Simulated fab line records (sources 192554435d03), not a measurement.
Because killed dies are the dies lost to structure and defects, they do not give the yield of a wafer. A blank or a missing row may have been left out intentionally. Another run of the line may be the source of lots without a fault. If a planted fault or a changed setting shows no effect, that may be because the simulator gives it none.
Matching of chambers + flow n5 finfet + N5_WELL_APT_DESCUM_13 on rie diel-03: 3 sister chambers
The step chemistry O2, time 7.9 s. 3 wafers are shown with their chamber, then 5 later ones without.

## WAFERS PAIRED WITH THEIR CHAMBERS
| wafer  | chamber | showerhead plenum p Torr (Torr) |
|--------|---------|---------------------------------|
| L286.3 | 1       | 1.96                            |
| L289.2 | 3       | 2.22                            |
| L289.4 | 0       | 1.99                            |

## WAFERS WITHOUT THEIR CHAMBER
| wafer  | showerhead plenum p Torr (Torr) |
|--------|---------------------------------|
| L289.5 | 1.96                            |
| L300.1 | 1.99                            |
| L300.6 | 1.99                            |
| L301.2 | 1.95                            |
| L301.4 | 2.21                            |

## WHICH CHAMBER EACH ONE RAN IN
| wafer  | from the rows above | in truth |
|--------|---------------------|----------|
| L289.5 | 1                   | 1        |
| L300.1 | 0                   | 0        |
| L300.6 | 0                   | 0        |
| L301.2 | 1                   | 1        |
| L301.4 | 3                   | 3        |
Correct placement for 5 of the 5. Number that these rows cannot place: 0. Number placed wrongly: 0.
How it was worked out, from the rows above alone: a wafer's distance from a chamber is the root of the sum, over the readings, of the square of ((its reading less the chamber's mean) divided by the reading's scatter). The wafer belongs to the nearest chamber; if the next one is less than 2 further off, it can't be placed. The mean given for a chamber averages the wafers shown for that chamber. The scatter (one wafer shown for each chamber): square how far every hidden wafer sits from the nearest shown wafer, average those squares and take the square root.
